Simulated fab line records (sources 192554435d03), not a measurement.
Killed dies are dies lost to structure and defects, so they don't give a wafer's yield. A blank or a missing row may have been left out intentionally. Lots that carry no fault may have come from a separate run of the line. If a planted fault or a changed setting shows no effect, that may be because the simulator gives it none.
Which tool was responsible? | flow n5Finfet | 9 lots with 27 wafers sampled at 4 steps, on a route of 1938 steps

## WHAT THE GAUGES SHOWED, per wafer
N5_BEOL_M4_INSPECT_13: inspects for defects (brightfield).
lot  | measured     | on               | rawDefectCount
L786 | day 8 00:48  | defectInspect-02 | 362 364 245
L789 | day 8 07:19  | defectInspect-01 | 357 388 402
L790 | day 8 15:51  | defectInspect-01 | 559 477 407
L792 | day 9 03:13  | defectInspect-01 | 355 296 340
L795 | day 10 01:10 | defectInspect-01 | 321 264 192
L801 | day 11 09:52 | defectInspect-02 | 614 470 417
L802 | day 11 19:31 | defectInspect-02 | 1298 1182 1269
L803 | day 11 21:14 | defectInspect-02 | 1215 1369 1293
L808 | day 13 15:32 | defectInspect-01 | 334 383 366

## WHICH TOOL RAN EACH LOT (tool, then ch and the chambers of the sampled wafers, then the start)
lot  | N5_BEOL_M3_ANNEAL_51            | N5_BEOL_M3_PRE_CLEAN_60         | N5_BEOL_M4_HM_DEP_02
L786 | rtpAnneal-02 ch 0, day 7 21:32  | cvdCo-01 ch 0,1,2, day 7 22:04  | pvdSputter-02, day 8 00:19
L789 | rtpAnneal-01 ch 0, day 8 03:38  | cvdCo-02 ch 0,1,2, day 8 04:16  | pvdSputter-02, day 8 06:43
L790 | rtpAnneal-01 ch 0, day 8 13:29  | cvdCo-01 ch 0,1, day 8 14:07    | pvdSputter-02, day 8 15:22
L792 | rtpAnneal-02 ch 0, day 9 00:46  | cvdCo-01 ch 0,1, day 9 01:20    | pvdSputter-03, day 9 02:43
L795 | rtpAnneal-02 ch 0, day 9 22:51  | cvdCo-01 ch 0,1,2, day 9 23:26  | pvdSputter-01, day 10 00:34
L801 | rtpAnneal-01 ch 0, day 11 07:29 | cvdCo-02 ch 1,2, day 11 08:04   | pvdSputter-01, day 11 09:10
L802 | rtpAnneal-01 ch 0, day 11 15:23 | cvdCo-01 ch 0,2, day 11 15:58   | pvdSputter-01, day 11 18:55
L803 | rtpAnneal-02 ch 0, day 11 18:47 | cvdCo-01 ch 0,1,2, day 11 19:25 | pvdSputter-01, day 11 20:45
L808 | rtpAnneal-02 ch 0, day 13 13:34 | cvdCo-02 ch 0,1, day 13 14:18   | pvdSputter-03, day 13 14:55
- N5_BEOL_M3_ANNEAL_51: time 90 s.
- N5_BEOL_M3_PRE_CLEAN_60: time 15 s.
- N5_BEOL_M4_HM_DEP_02: deposits TiN, target thk 20 nm.

## THE ANSWER, worked out from the rows above alone
Rule: the usual values come from the lots themselves. The widest of any qualifying gaps counts: lots, ordered by their means at a reading, are off when they make up no more than a third of the lots, leave a main group of 4 or more, and stand apart from it by 3 or more times the standard deviation of that group's means. A main group whose means are all the same, to the digits that the tables above print for the reading, isn't used. Also off: a lot with no number at a reading for which 4 or more lots have one. Where the step has rows for the other lots, those lots are counted as sound.
Off: L802, L803 (N5_BEOL_M4_INSPECT_13, rawDefectCount). Main group: mean 377, sd 80.
If a tool, at a process step before that reading, ran all the lots that are off and no sound lot after the first of them, it fits. The gauges at N5_BEOL_M4_INSPECT_13 are tried like those tools. Can't be told from this: 3 tools fit, cvdCo-01 at N5_BEOL_M3_PRE_CLEAN_60, pvdSputter-01 at N5_BEOL_M4_HM_DEP_02, defectInspect-02 at N5_BEOL_M4_INSPECT_13.

## WHAT WAS PUT IN BY THE SIMULATOR
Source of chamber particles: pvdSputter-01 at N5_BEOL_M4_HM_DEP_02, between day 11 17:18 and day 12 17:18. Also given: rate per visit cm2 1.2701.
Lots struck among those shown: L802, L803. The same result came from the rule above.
